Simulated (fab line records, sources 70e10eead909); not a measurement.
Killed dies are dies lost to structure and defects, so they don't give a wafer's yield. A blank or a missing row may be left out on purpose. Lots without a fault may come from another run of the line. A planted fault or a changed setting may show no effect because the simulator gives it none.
Chamber matching | flow nand_harc | NHARC_P_GATE_ETCH_32 on rie_si-05: 4 sister chambers
The step etches the open film in HBr/Cl2, target depth 150 nm, time 100.1 s. 18 wafers are shown with their chamber, then 9 later ones without.

WAFERS WITH THEIR CHAMBER
wafer  | chamber | drypump_motor_current_A (A) | oes_product_au (a.u.) | throttle_valve_pct (%)
L075.3 | 0       | 5.4                         | 1.022                 | 26.415
L075.5 | 2       | 6.2                         | 0.995                 | 26.405
L075.6 | 1       | 6.1                         | 1.027                 | 26.403
L079.1 | 3       | 5.7                         | 1.002                 | 26.407
L079.2 | 2       | 6.1                         | 1.030                 | 26.414
L079.4 | 0       | 5.4                         | 1.022                 | 26.424
L080.1 | 2       | 6.1                         | 1.027                 | 26.398
L080.3 | 1       | 6.1                         | 1.014                 | 26.393
L080.5 | 0       | 5.4                         | 1.025                 | 26.401
L081.1 | 2       | 6.2                         | 1.025                 | 26.413
L081.2 | 1       | 6.0                         | 1.016                 | 26.406
L081.3 | 3       | 5.7                         | 1.011                 | 26.408
L083.2 | 1       | 6.0                         | 1.001                 | 26.406
L083.5 | 1       | 6.0                         | 1.017                 | 26.403
L083.6 | 0       | 5.4                         | 1.020                 | 26.400
L087.1 | 3       | 5.7                         | 1.005                 | 26.402
L087.2 | 1       | 6.1                         | 1.008                 | 26.400
L087.4 | 2       | 6.2                         | 1.015                 | 26.408

SIGNATURES (means of the wafers above)
reading                 | chamber 0 | chamber 1 | chamber 2 | chamber 3 | scatter within a chamber
drypump_motor_current_A | 5.400     | 6.050     | 6.160     | 5.700     | 0.0439
oes_product_au          | 1.02225   | 1.01383   | 1.01840   | 1.00600   | 0.00946
throttle_valve_pct      | 26.41000  | 26.40183  | 26.40760  | 26.40567  | 0.00712
Rule: a wafer's distance from a chamber is the root of the sum, over the readings, of the square of ((its reading less the chamber's mean) divided by the reading's scatter). The wafer belongs to the nearest chamber; if the next one is less than 2 further off, it can't be placed. The scatter: the root of (the sum of the squares of (reading less its chamber's mean) over the shown wafers, divided by (wafers less chambers)).

WAFERS WITHOUT THEIR CHAMBER
wafer  | drypump_motor_current_A (A) | oes_product_au (a.u.) | throttle_valve_pct (%)
L092.1 | 5.6                         | 1.022                 | 26.390
L092.2 | 5.4                         | 1.028                 | 26.405
L092.5 | 5.4                         | 1.037                 | 26.400
L093.1 | 6.2                         | 1.022                 | 26.422
L093.2 | 6.1                         | 0.998                 | 26.402
L093.5 | 5.4                         | 1.034                 | 26.398
L096.1 | 5.7                         | 0.996                 | 26.406
L096.3 | 6.2                         | 1.023                 | 26.397
L096.4 | 6.1                         | 1.003                 | 26.392

WHICH CHAMBER EACH WENT THROUGH
wafer  | from the rows above     | in truth
L092.1 | can't be placed: 3 or 0 | 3
L092.2 | 0                       | 0
L092.5 | 0                       | 0
L093.1 | 2                       | 2
L093.2 | can't be placed: 1 or 2 | 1
L093.5 | 0                       | 0
L096.1 | 3                       | 3
L096.3 | can't be placed: 2 or 1 | 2
L096.4 | can't be placed: 1 or 2 | 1
Placed correctly: 5 of 9. Can't be placed from these rows: 4 (the true chamber is among the candidates in 4). Placed wrongly: 0.
